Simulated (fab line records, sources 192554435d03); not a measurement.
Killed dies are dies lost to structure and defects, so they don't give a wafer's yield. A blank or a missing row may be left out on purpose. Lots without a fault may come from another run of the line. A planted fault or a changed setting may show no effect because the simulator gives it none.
A struck lot beside a sound one | flow n5_finfet | 36 steps out of a route of 1938
Sound: wafers L272.2, L272.4, L272.6. Struck: wafer L276.5. (L276.1, L276.4 of the same lot were not struck and are left out.) The cause comes at the end.
At each step with rows: each side's tool, then ch and its chambers, then its first start. Under that, the readings that differ: sound wafers | struck wafers | difference of the means | sigmas: that difference in standard deviations of wafers without a fault.
alike: readings whose means differ by less than 2 such deviations, and words and numbers that are the same on both sides. not compared: withheld readings, readings that some wafer has no value for, bounds like >300 that may hide the same value, and numbers for which the record gives no deviation and whose values overlap.
The two part at a step that has a row with sigmas, a row that says differs or no value, or rows on one side only. Numbers that don't overlap but have no deviation are shown without sigmas and don't part them. A reading that every wafer of one side lacks parts them only if that side has two wafers or more.

first, 8 steps without rows for these wafers: N5_BEOL_M5_ANNEAL_51 (time 90 s); N5_BEOL_M5_CMP_52 (polishes, stops on SiCOH lowk, t overpolish 6.9 s, target thk 62 nm); N5_BEOL_M5_PRE_CLEAN_77 (time 15 s); N5_BEOL_M5_CO_CAP_78 (material Co, precursor CCTBA/H2, target thk 2 nm, time 102.1 s); N5_BEOL_M5_PRE_CLEAN_55 (time 15 s); N5_BEOL_M5_DEP_56 (deposits SiCN from 3MS/NH3, target thk 8 nm, time 14 s); N5_BEOL_M6_ILD_DEP_00 (deposits SiCOH lowk from DEMS/porogen, target thk 179.75 nm, time 33.4 s); N5_BEOL_M6_CURE_74 (cures SiCOH lowk, time 240 s).
N5_BEOL_M6_PECVD_70: deposits SiO2 from TEOS/O2, target thk 20 nm, time 22.7 s.
  sound on pecvd-01 ch 0,1,2, day 9 18:43; struck on pecvd-01 ch 2, day 10 22:38
  reading                                    | sound          | struck | difference | sigmas
  heater_power_w (W)                         | 668 599 776    | 561    | -120       | -2
  model.SiO2_of_BEOL_M6_PECVD_70.thk_nm (nm) | 20.4 20.4 20.2 | 24.2   | +3.9       |
  alike: showerhead_plenum_p_Torr, throttle_valve_pct
then, 25 steps without rows for these wafers: N5_BEOL_M6_HM_DEP_02 (deposits TiN, target thk 20 nm); N5_BEOL_M6_COAT_59 (time 60 s, resist thk 100 nm); N5_BEOL_M6_COAT_60 (time 60 s, resist thk 35 nm); N5_BEOL_M6_COAT_05 (resist thk 90 nm); N5_BEOL_M6_EBR_07; N5_BEOL_M6_SOFTBAKE_06 (time 60 s); N5_BEOL_M6_EXPOSE_08 (exposes mask M6); N5_BEOL_M6_PEB_09 (peb time 60 s); N5_BEOL_M6_DEVELOP_10 (develop time 30 s); N5_BEOL_M6_DESCUM_16 (chemistry O2, time 7.9 s); N5_BEOL_M6_ETCH_61 (etches SiARC in CF4, target depth 45.5 nm, time 75.8 s); N5_BEOL_M6_ETCH_62 (etches SOC in N2/H2, target depth 110 nm, overetch 22 nm, time 165 s); N5_BEOL_M6_STRIP_68 (strips in N2/H2); N5_BEOL_M6_STRIP_67 (strips in CF4); N5_BEOL_M6_HM_OPEN_17 (chemistry Cl2/BCl3, target TiN, target depth 20 nm, overetch 6 nm); N5_BEOL_M6_STRIP_19 (strips in O2); N5_BEOL_M6_COAT_63 (time 60 s, resist thk 60 nm); N5_BEOL_M6_COAT_64 (time 60 s, resist thk 12 nm); N5_BEOL_M6_COAT_71 (time 60 s, resist thk 5 nm); N5_BEOL_M6_COAT_22 (resist thk 30 nm); N5_BEOL_M6_EBR_24; N5_BEOL_M6_SOFTBAKE_23 (time 60 s); N5_BEOL_M6_EXPOSE_25 (exposes mask V5, target cd 40 nm); N5_BEOL_M6_PEB_26 (peb time 60 s); N5_BEOL_M6_DEVELOP_27 (develop time 30 s).
N5_BEOL_M6_HM_STRIP_39: strips TiN in peroxide tin strip, target depth 25 nm, time 158 s.
  sound on wet_bench-05 ch 4,5,6, day 9 23:14; struck on wet_bench-01 ch 4, day 11 01:34
  reading                                    | sound          | struck | difference | sigmas
  model.SiO2_of_BEOL_M6_PECVD_70.thk_nm (nm) | 20.2 20.2 20.2 | 24     | +4         |
N5_BEOL_M6_CMP_52: polishes, stops on SiCOH lowk, t overpolish 6.9 s, target thk 80 nm.
  sound on cmp-01 ch 0,1, day 10 03:06; struck on cmp-03 ch 3, day 11 03:48
  reading                      | sound          | struck | difference | sigmas
  barrier_field_endpoint_s (s) | 29.2 29.3 29.8 | 32.3   | +2.9       | +4
  alike: clearing_platen_down_force_psi, motor_current_A, retaining_ring_pressure_frac

WHERE THEY PART
First at N5_BEOL_M6_PECVD_70; last, within this record, at N5_BEOL_M6_CMP_52.

WHY: what the simulator had put in
Process parameter drift: pecvd-01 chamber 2, from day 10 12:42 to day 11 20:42, at N5_BEOL_M6_PECVD_70. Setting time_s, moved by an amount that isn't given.
